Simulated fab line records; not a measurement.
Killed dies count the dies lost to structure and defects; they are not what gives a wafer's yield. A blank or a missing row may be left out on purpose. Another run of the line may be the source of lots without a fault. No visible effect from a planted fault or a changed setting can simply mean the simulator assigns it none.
fab line records ; flow n5-finfet
[record] lots = 4; wafers = 11; last-day = 21
route steps=1938 shown BEOL_M5@1151 BEOL_M15@1830
lots untouched by any fault: they come from a run of this same line in which no faults occurred
start-h: hours from the record's first day to the start of the lot's first wafer shown ; wait-h: how many hours have passed since the lot's step before this one ; " identical to the entry in the row above ; L1.1+2: a single row standing in for several wafers ; - either no value or no given start ; * or withheld: withheld ; < > ~ a bound
route shown NAME@n: names a module that has steps shown in the file, with the first one's number in the route ; usual: mean/standard deviation taken from wafers without a fault ; same: alike in all rows ; chamber/n: place in a boat ; sites: the reading at each site ; _std_site: standard deviation across them ; _edge_site: the outer-site mean with the inner-site mean subtracted ; radius-mm: for every site, how far away it sits from the centre of the wafer ; mask NAME#n: copy n ; behind: the tool/chamber that last shaped the wafer ; hold: what put the lot on hold/how long, in hours/how the hold closed ; device: whichever transistor did not switch (one of n, p or np) ; end of line: tests of these same wafers at the route's end ; a step without rows: its recipe alone ; killed: dies that structure and defects cost at the first sort, which is not the same as the wafer's yield ; map: dies across one wafer; x = killed, . = not, _ = none there
set.NAME: the setting as run; set.NAME@STEP: as run at that earlier step ; model.NAME: the simulator's own value behind a step, which no gauge read
certain route steps with their lots: each step a table, each wafer a row
services: a tool's chamber out of use, with start hour (start-h, from the record's first day; less than 0 if before it), hours out, and reason
[[steps]]
[step N5_BEOL_M5_DESCUM_33]
[recipe] chemistry = O2; time-s = 7; source-power-w = 50; bias-power-w = 20; pressure-mtorr = 20; rf-frequency-hz = 2.712e+07; temp-c = 40; resist = CAR-EUV; o2-flow-sccm = 225
[step N5_BEOL_M5_ETCH_75]
[recipe] chemistry = N2/H2; target = underlayer; target-depth-a = 65; mask-material = CAR-EUV; time-s = 5.2; ion-energy-ev = 200; pressure-mtorr = 30; source-w = 840; bias-w = 150; n2-flow-sccm = 200; h2-flow-sccm = 200; ends = cleared
[step N5_BEOL_M5_ETCH_67]
[recipe] chemistry = CF4; target = SiARC; target-depth-a = 156; mask-material = CAR-EUV; time-s = 26; ion-energy-ev = 80; pressure-mtorr = 40; source-w = 545; bias-w = 36; Ar_flow_sccm = 100; cf4-flow-sccm = 100; ends = cleared
[step N5_BEOL_M5_ETCH_68]
[recipe] chemistry = N2/H2; target = SOC; target-depth-a = 800; overetch-a = 160; mask-material = SiARC; temp-c = 40; time-s = 120; ion-energy-ev = 200; pressure-mtorr = 30; source-w = 840; bias-w = 150; n2-flow-sccm = 200; h2-flow-sccm = 200
[step N5_BEOL_M5_STRIP_69]
[recipe] chemistry = N2/H2; temp-c = 40; n2-flow-sccm = 200; h2-flow-sccm = 200; rf-frequency-hz = 6e+07
[step N5_BEOL_M5_STRIP_76]
[recipe] chemistry = N2/H2; temp-c = 40; n2-flow-sccm = 200; h2-flow-sccm = 200; rf-frequency-hz = 6e+07
[step N5_BEOL_M5_VIA_ETCH_34]
[recipe] chemistry = C4F6/O2; target = SiCOH_lowk; target-depth-a = 883; mask-material = SOC; taper-deg = 4; time-s = 39.2; ion-energy-ev = 250; pressure-mtorr = 30; source-w = 345; bias-w = 185; Ar_flow_sccm = 300; C4F6_flow_sccm = 10; O2_flow_sccm = 10
[step N5_BEOL_M5_STRIP_85]
[recipe] chemistry = C4F6/O2; resist = SiARC; rf-frequency-hz = 6e+07
[step N5_BEOL_M5_STRIP_36]
[recipe] chemistry = N2/H2; power-w = 450; temp-c = 40; pressure-mtorr = 20; rf-frequency-hz = 6e+07; overash-fraction = 0.3; bias-power-w = 7; h2-frac = 0.5; n2-flow-sccm = 200; h2-flow-sccm = 200
[step N5_BEOL_M5_TRENCH_ETCH_37]
[recipe] chemistry = C4F6/O2; target-depth-a = 716.52; target = SiCOH_lowk; time-s = 24.7; ion-energy-ev = 250; pressure-mtorr = 30; source-w = 345; bias-w = 185; Ar_flow_sccm = 300; C4F6_flow_sccm = 10; O2_flow_sccm = 10
[usual] drypump-motor-current-A = 5.7/0.4; oes_o_777_au = 0.79/0.087; oes-product-au = 0.79/0.086; rf-vpp-V = 665/19; run-length-s = 47.9/0.51; showerhead-plenum-p-Torr = 2.85/0.1; throttle-valve-pct = 21.0/0.39
lot.wafer;tool;chamber;start-h;wait-h;drypump-motor-current-A;oes_o_777_au;oes-product-au;rf-hours-counter-h;rf-vpp-V;run-length-s;showerhead-plenum-p-Torr;throttle-valve-pct;model.etch.depth-nm;model.BEOL_M5.feature-depth-nm
L623.2;rie-diel-06;1;280.96;-;5.6;0.74;0.76;166;662;48.8;2.77;21.6;71.78;71.8
L623.3;rie-diel-06;0;280.96;-;5.7;0.88;0.91;36;684;47.2;2.80;20.6;72.96;73
L623.6;rie-diel-06;1;280.96;-;5.6;0.74;0.75;-;662;49.1;2.77;21.6;72.07;72
L635.3;rie-diel-06;3;361.43;-;5.4;0.84;0.88;48;694;44.8;3.02;21.3;61.44;61.4
L635.4;rie-diel-06;0;361.43;-;5.7;0.85;0.87;62;684;48.1;2.79;20.6;73.21;73.2
L635.5;rie-diel-06;3;361.43;-;5.4;0.84;0.88;-;693;48.0;3.02;21.2;71.77;71.8
L638.1;rie-diel-06;3;366.95;-;5.4;0.84;0.87;50;693;44.7;3.02;21.3;61.74;61.8
L638.4;rie-diel-06;2;366.95;-;5.8;0.70;0.68;224;659;47.6;2.95;20.7;69.77;69.8
L645.1;rie-diel-03;0;407.36;-;5.3;0.87;0.83;61;617;47.7;2.77;20.9;74.14;74.2
L645.4;rie-diel-03;2;407.36;-;6.0;0.96;0.95;6;675;48.7;3.02;20.2;72.27;72.2
L645.5;rie-diel-03;1;407.36;-;5.9;0.92;0.91;-;671;48.0;2.89;20.6;71.74;71.8
[step N5_BEOL_M5_ETCH_41]
[recipe] chemistry = CH3F/O2; target = SiCN; target-depth-a = 315; taper-deg = 2; time-s = 56.7; ion-energy-ev = 120; mask-material = TiN; pressure-mtorr = 30; source-w = 395; bias-w = 75; Ar_flow_sccm = 150; CH3F_flow_sccm = 30; O2_flow_sccm = 20
[step N5_BEOL_M5_STRIP_91]
[recipe] chemistry = N2/H2; time-s = 10; power-w = 450; temp-c = 40; pressure-mtorr = 20; rf-frequency-hz = 6e+07; bias-power-w = 7; n2-flow-sccm = 200; h2-flow-sccm = 200
[step N5_BEOL_M5_OCD_MEAS_38]
[usual] trench-depth-nm = 71.6/1.6
lot.wafer;tool;chamber;start-h;wait-h;trench-depth-nm
L623.2;ocd-02;-;281.11;-;71.4
L623.3;ocd-02;-;281.11;-;73.4
L623.6;ocd-02;-;281.11;-;72.6
L635.3;ocd-01;-;361.59;-;61.7
L635.4;ocd-01;-;361.59;-;73.2
L635.5;ocd-01;-;361.59;-;71.4
L638.1;ocd-01;-;367.11;-;61.7
L638.4;ocd-01;-;367.11;-;69.9
L645.1;ocd-01;-;407.51;-;74.3
L645.4;ocd-01;-;407.51;-;72.4
L645.5;ocd-01;-;407.51;-;71.9
[step N5_BEOL_M5_HM_STRIP_39]
[recipe] chemistry = peroxide-tin-strip; material = TiN; target-depth-a = 250; temp-c = 50; time-s = 158
[step N5_BEOL_M5_SRD_40]
[recipe] time-s = 30; temp-c = 23; rinse-liquid = diw; dry = ipa-marangoni
[step N5_BEOL_M5_PRECLEAN_42]
[recipe] chemistry = residue-remover; time-s = 60; temp-c = 40
[step N5_BEOL_M5_SRD_43]
[recipe] time-s = 30; temp-c = 23; rinse-liquid = diw; dry = ipa-marangoni
[step N5_BEOL_M5_CURE_80]
[recipe] temp-c = 370; time-s = 120; ambient = DMADMS/He; material = SiCOH_lowk
[step N5_BEOL_M5_DEGAS_44]
[recipe] ambient = vacuum; temp-c = 250; time-s = 60
[step N5_BEOL_M5_PRE_CLEAN_45]
[recipe] gas = H2/He; time-s = 30; temp-c = 250
[step N5_BEOL_M5_ALD_86]
[recipe] material = TaN; target-thk-a = *; temp-c = 275; ald-precursor-family = PDMAT; ald-co-reactant = NH3; pressure-torr = 3; carrier-flow-sccm = 1500; pulse-time-s = 2; purge-time-s = 3; co-reactant-purge-time-s = 2; co-reactant-pulse-time-s = 3; ald-cycles = 30; precursor-vessel-temp-c = 75; precursor-vessel-pressure-torr = 26.25; precursor-vessel-carrier-sccm = 1000
[step N5_BEOL_M5_SURFACE_TREAT_87]
[recipe] gas = Ar; time-s = *; ion-energy-ev = *; ion-current-ma-cm2 = 0.5; pressure-mtorr = *; ar-flow-sccm = 30
[step N5_BEOL_M5_CVD_47]
[recipe] material = Co; target-thk-a = 30; temp-c = withheld; precursor = CCTBA/H2; pressure-torr = 30; time-s = 216
[step N5_BEOL_M5_SPUTTER_48]
[recipe] material = Cu; target-thk-a = 150; temp-c = -20; chamber-pressure-pa = 0.07; power-w = withheld; time-s = 27.62
[step N5_BEOL_M5_ANNEAL_49]
[recipe] temp-c = 400; time-s = 1800; ambient = vacuum
[step N5_BEOL_M5_SPUTTER_81]
[recipe] material = Cu; target-thk-a = 150; temp-c = -20; chamber-pressure-pa = 0.07; power-w = withheld; time-s = 27.62
[step N5_BEOL_M5_ANNEAL_82]
[recipe] temp-c = 400; time-s = 1800; ambient = vacuum
[step N5_BEOL_M5_SPUTTER_83]
[recipe] material = Cu; target-thk-a = 150; temp-c = -20; chamber-pressure-pa = 0.07; power-w = withheld; time-s = 27.62
[step N5_BEOL_M5_ANNEAL_84]
[recipe] temp-c = 400; time-s = 1800; ambient = vacuum
[step N5_BEOL_M5_SPUTTER_88]
[recipe] material = Cu; target-thk-a = 150; temp-c = -20; chamber-pressure-pa = 0.07; power-w = withheld; time-s = 27.62
[step N5_BEOL_M5_ANNEAL_89]
[recipe] temp-c = 400; time-s = 1800; ambient = vacuum
[step N5_BEOL_M5_SPUTTER_90]
[recipe] material = Cu; target-thk-a = 45; temp-c = -20; chamber-pressure-pa = 0.07; power-w = withheld; time-s = 8.29
[step N5_BEOL_M5_ECD_50]
[recipe] material = Cu; target-thk-a = 3000
[step N5_BEOL_M5_ANNEAL_51]
[recipe] temp-c = 225; time-s = 90; ambient = N2
[step N5_BEOL_M5_CMP_52]
[recipe] stop-on = SiCOH_lowk; t-overpolish-s = 6.9; down-force-psi = 1; platen-rpm = 50; clearing-platen-down-force-psi = 1.5; clearing-platen-rpm = 50; post-cmp-clean = cu-alkaline; target-thk-nm = 62; clearing-platen-pad-velocity-m-s = 0.99484; pad-velocity-m-s = 0.99484
[usual] barrier-field-endpoint-s = 24.6/0.83; edge-zone-pressure-frac = 1.000/0.0049; motor-current-A = 5.8/0.63; overpolish-run-s = 6.900/0.0097; pad-life-wafers = 912/550; retaining-ring-pressure-frac = 1.001/0.0051; slurry-flow-ml-min = 150.0/0.48; time-to-endpoint-s = 62/4
lot.wafer;tool;chamber;start-h;wait-h;barrier-field-endpoint-s;edge-zone-pressure-frac;motor-current-A;overpolish-run-s;pad-life-wafers;retaining-ring-pressure-frac;slurry-flow-ml-min;time-to-endpoint-s;model.Cu_of_BEOL_M5_ECD_50.thk-nm
L623.3;cmp-02;1;287.46;0.2;23.9;1.001;5.4;6.911;673;1.010;150.2;54;64.2
L623.2;cmp-02;3;287.46;0.2;25.1;0.990;5.8;6.898;675;0.997;149.6;62;62
L623.6;cmp-02;0;287.46;0.2;24.8;1.002;5.4;6.882;-;1.005;149.8;61;63
L635.4;cmp-02;1;367.89;0.2;24.6;1.001;4.9;6.901;1232;0.989;150.1;58;61.8
L635.3;cmp-02;2;367.89;0.2;23.9;0.992;4.4;6.891;1233;1.002;150.2;57;49.8
L635.5;cmp-02;0;367.89;0.2;25.6;1.001;5.2;6.901;-;1.004;150.1;65;61.6
L638.1;cmp-02;2;373.84;0.3;23.9;1.003;4.7;6.898;1285;1.009;151.3;59;51.2
L638.4;cmp-02;3;373.84;0.3;24.9;1.002;5.9;6.899;1286;1.005;149.6;64;59.2
L645.1;cmp-03;1;415.08;0.3;24.8;0.991;6.1;6.897;1374;0.996;149.3;65;66.2
L645.4;cmp-03;0;415.08;0.3;24.4;0.993;6.8;6.903;1377;0.999;150.3;61;61
L645.5;cmp-03;2;415.08;0.3;24.6;0.998;5.7;6.886;-;1.007;149.9;61;61
[step N5_BEOL_M5_THK_MEAS_53]
[recipe] thk-meas-gauge = xrf; reads = Cu_of_BEOL_M5_ECD_50
[usual] M5_THK = 60.1/2
lot.wafer;tool;chamber;start-h;wait-h;M5_THK[nm]
L623.2;film-metro-01;-;287.72;-;60.1
L623.3;film-metro-01;-;287.72;-;62.1
L623.6;film-metro-01;-;287.72;-;60.9
L635.3;film-metro-01;-;368.11;-;48.7
L635.4;film-metro-01;-;368.11;-;60.3
L635.5;film-metro-01;-;368.11;-;60.3
L638.1;film-metro-02;-;374.09;-;49.8
L638.4;film-metro-02;-;374.09;-;57.3
L645.1;film-metro-02;-;415.38;-;64.7
L645.4;film-metro-02;-;415.38;-;59.9
L645.5;film-metro-02;-;415.38;-;59.6
[step N5_BEOL_M5_PRE_CLEAN_77]
[recipe] gas = NH3/H2; time-s = 15; temp-c = *; rf-power-w = 300
[step N5_BEOL_M5_CO_CAP_78]
[recipe] material = Co; target-thk-a = 20; temp-c = 200; precursor = CCTBA/H2; pressure-torr = 30; time-s = 102.1
[step N5_BEOL_M5_RS_MEAS_57]
[recipe] thk-meas-gauge = four-point-probe; reads = Co_of_BEOL_M5_CO_CAP_78+Cu_of_BEOL_M5_ECD_50+Co_of_BEOL_M5_CVD_47+TaN_of_BEOL_M5_ALD_86
[usual] M5_RS = 0.390/0.016
lot.wafer;tool;chamber;start-h;wait-h;M5_RS[ohm/sq]
L623.2;film-metro-01;-;287.98;0.1;0.386
L623.3;film-metro-01;-;287.98;0.1;0.370
L623.6;film-metro-01;-;287.98;0.1;0.380
L635.3;film-metro-01;-;368.44;0.1;0.506
L635.4;film-metro-01;-;368.44;0.1;0.388
L635.5;film-metro-01;-;368.44;0.1;0.389
L638.1;film-metro-01;-;374.38;0.1;0.489
L638.4;film-metro-01;-;374.38;0.1;0.409
L645.1;film-metro-02;-;415.72;0.1;0.359
L645.4;film-metro-02;-;415.72;0.1;0.395
L645.5;film-metro-02;-;415.72;0.1;0.396
[step N5_BEOL_M15_RC_MEAS_101]
[usual] COMB_M10 = 1.5e-11/3.1e-12; COMB_M10_max_site = 2e-11/4.7e-12; COMB_M11 = 1.42e-11/2.6e-12; COMB_M12 = 6.6e-12/1.5e-12; COMB_M13 = 5e-12/1.3e-12; COMB_M14 = 3.6e-12/6.7e-13; COMB_M15 = 2.5e-12/6.2e-13; COMB_M5 = 3.6e-11/7e-12; COMB_M6 = 2.5e-11/4.8e-12; COMB_M7 = 2.6e-11/5.1e-12; COMB_M8 = 2.6e-11/5.6e-12; COMB_M9 = 1.42e-11/2.8e-12; SERP_M10 = 3.09/0.12; SERP_M11 = 3.08/0.1; SERP_M12 = 0.643/0.024; SERP_M13 = 0.313/0.0086; SERP_M13_max_site = 0.317/0.0087; SERP_M14 = 0.161/0.0059; SERP_M5 = 38.8/2; SERP_M5_max_site = 40.3/2.3; SERP_M6 = 13.9/0.81; SERP_M7 = 13.7/0.69; SERP_M8 = 14.1/0.76; SERP_M9 = 3.10/0.11
lot.wafer;tool;chamber;start-h;wait-h;COMB_M10[S/m];COMB_M10_max_site[S/m];COMB_M11[S/m];COMB_M12[S/m];COMB_M13[S/m];COMB_M14[S/m];COMB_M15[S/m];COMB_M5[S/m];COMB_M6[S/m];COMB_M7[S/m];COMB_M8[S/m];COMB_M9[S/m];SERP_M10[ohm/um];SERP_M11[ohm/um];SERP_M12[ohm/um];SERP_M13[ohm/um];SERP_M13_max_site[ohm/um];SERP_M14[ohm/um];SERP_M5[ohm/um];SERP_M5_max_site[ohm/um];SERP_M6[ohm/um];SERP_M7[ohm/um];SERP_M8[ohm/um];SERP_M9[ohm/um]
L623.2;prober-01;0;374.19;0.2;1.2e-11;1.6e-11;1.18e-11;6.1e-12;9.7e-12;2.5e-12;3e-12;4.8e-11;2.7e-11;2.4e-11;3.5e-11;1.06e-11;2.89;3.19;0.645;0.300;0.304;0.157;39.9;41.5;14.6;14.1;14.3;3.23
L623.3;prober-01;0;374.19;0.2;1.3e-11;2.1e-11;1.28e-11;6.5e-12;6.2e-12;3.5e-12;2.6e-12;2.9e-11;3e-11;2.7e-11;2.9e-11;1.26e-11;3.17;3.12;0.660;0.307;0.309;0.165;37.3;38.8;13.8;14.4;14.3;3.08
L623.6;prober-01;0;374.19;0.2;1e-11;1.6e-11;1.37e-11;5.8e-12;4.5e-12;3.2e-12;2.7e-12;3.2e-11;2.1e-11;1.9e-11;2.8e-11;1.36e-11;3.21;3.18;0.632;0.301;0.304;0.153;37.3;38.2;13.1;14.3;13.3;3.09
L635.3;prober-02;0;439.90;0.3;1.6e-11;2.2e-11;1.24e-11;4.9e-12;7.4e-12;3.5e-12;1.7e-12;3.2e-11;2.7e-11;2.9e-11;1.5e-11;1.46e-11;2.90;3.18;0.650;0.322;0.323;0.152;46.4;48.6;15.3;12.8;13.7;3.14
L635.4;prober-02;0;439.90;0.3;2.5e-11;3e-11;1.46e-11;4e-12;6.8e-12;3.6e-12;2.6e-12;4e-11;3.1e-11;3e-11;1.7e-11;1.79e-11;3.15;3.16;0.668;0.308;0.311;0.164;39.6;40.9;15.0;13.9;13.2;3.17
L635.5;prober-02;0;439.90;0.3;2.4e-11;3e-11;1.2e-11;5e-12;5.6e-12;3.6e-12;2.9e-12;4.5e-11;2.3e-11;2.8e-11;2.4e-11;1.05e-11;2.91;3.12;0.658;0.297;0.304;0.161;38.4;39.6;14.4;12.5;14.1;3.12
L638.1;prober-01;0;441.54;0.0;2.2e-11;2.9e-11;1.36e-11;6.3e-12;5e-12;3.8e-12;1.9e-12;2.7e-11;2.3e-11;4.1e-11;3.1e-11;1.22e-11;3.15;3.12;0.626;0.327;0.331;0.161;46.4;50.7;12.8;12.8;12.6;3.12
L638.4;prober-01;0;441.54;0.0;1.5e-11;2e-11;1.31e-11;5.5e-12;4.6e-12;2.6e-12;1.8e-12;3.9e-11;2.5e-11;3e-11;1.9e-11;1.14e-11;2.98;2.98;0.657;0.336;0.342;0.154;42.1;43.7;14.9;12.1;12.6;3.14
L645.1;prober-02;0;497.45;0.0;1.4e-11;1.9e-11;9.7e-12;5.4e-12;5e-12;4e-12;2.1e-12;3.1e-11;3.5e-11;2.7e-11;3.5e-11;9.7e-12;3.07;3.22;0.608;0.320;0.324;0.160;35.1;35.9;13.1;14.3;12.7;3.21
L645.4;prober-02;0;497.45;0.0;1.2e-11;1.9e-11;1.27e-11;6.6e-12;5.6e-12;3.5e-12;3.4e-12;3.5e-11;1.9e-11;2e-11;2.9e-11;1.51e-11;3.15;3.17;0.635;0.308;0.312;0.171;41.9;44.8;13.1;12.9;13.2;2.96
L645.5;prober-02;0;497.45;0.0;6e-12;8e-12;1.12e-11;6.1e-12;5.7e-12;3.4e-12;2.4e-12;4.5e-11;2.9e-11;2.1e-11;3e-11;1.94e-11;3.13;3.03;0.667;0.308;0.310;0.153;36.9;40.3;13.9;12.5;13.4;3.10
// sites SERP_M5 radius-mm=0,75,75,75,75,140,140,140,140
L623.2 41.5 40.5 40.0 40.6 39.5 39.9 39.7 39.7 39.2
L635.3 45.7 46.2 45.5 46.4 47.5 48.6 46.4 47.1 48.0
L638.1 43.5 45.3 46.1 46.4 45.8 50.2 48.5 50.7 47.9
L645.1 34.8 34.9 35.3 35.6 35.9 35.3 35.1 34.4 34.4
[[services]]
tool;chamber;start-h;hours;kind
rie-diel-03;3;264.21;16.9;repair
rie-diel-03;0;266.87;9.2;repair
rie-diel-03;1;281.66;-;clean
rie-diel-03;1;281.66;-;consumable-replace:focus-ring
rie-diel-03;1;281.66;15.9;scheduled-down
rie-diel-03;1;281.66;15.9;vent-cycle
cmp-02;-;300.10;14.5;pm
rie-diel-06;2;340.34;7.7;repair
cmp-03;-;340.41;4.6;repair
rie-diel-03;2;363.34;-;clean
rie-diel-03;2;363.34;-;consumable-replace:focus-ring
rie-diel-03;2;363.34;-;consumable-replace:showerhead
rie-diel-03;2;363.34;22.2;scheduled-down
rie-diel-03;2;363.34;22.2;vent-cycle
cmp-03;-;372.88;3.3;repair
cmp-02;-;395.74;0.8;repair
[[key]]
[first-sign] step = N5_BEOL_M5_TRENCH_ETCH_37; reading = run-length-s; direction = down; sigmas = 6.1; usual = *; struck = *
[effect] step = N5_BEOL_M5_OCD_MEAS_38; reading = trench-depth-nm; direction = down; sigmas = 6.2; usual = 71.6; struck = 61.7
[effect] step = N5_BEOL_M5_THK_MEAS_53; reading = M5_THK; direction = down; sigmas = 5.4; usual = 60.1; struck = 49.3
[effect] step = N5_BEOL_M5_RS_MEAS_57; reading = M5_RS; direction = up; sigmas = 6.7; usual = 0.390; struck = 0.498
[effect] step = N5_BEOL_M15_RC_MEAS_101; reading = SERP_M5; direction = up; sigmas = 3.8; usual = 38.8; struck = 46.4
[model-effect] step = N5_BEOL_M5_TRENCH_ETCH_37; value = etch.depth-nm; without = 71.43; struck = 61.59
[model-effect] step = N5_BEOL_M5_CMP_52; value = Cu_of_BEOL_M5_ECD_50.thk-nm; without = 60.3; struck = 50.5
met-at N5_BEOL_M5_TRENCH_ETCH_37
struck-wafers L635.3,L638.1
[baseline-loss] step = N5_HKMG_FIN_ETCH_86; wafers = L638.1
onset-between 280.96 361.43
[fault] kind = process-parameter-drift; tool = rie-diel-06; chamber = -; onset-h = 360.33; steps = N5_BEOL_M5_TRENCH_ETCH_37; channel = time-s; offset = *; shape = step; end-h = 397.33; scope = struck-wafers-only; acts-in = *; stated = *
// baseline-loss: these wafers lose ten dies or more at that step, a loss of the line's own and not of a fault; the sort's usual values leave them out
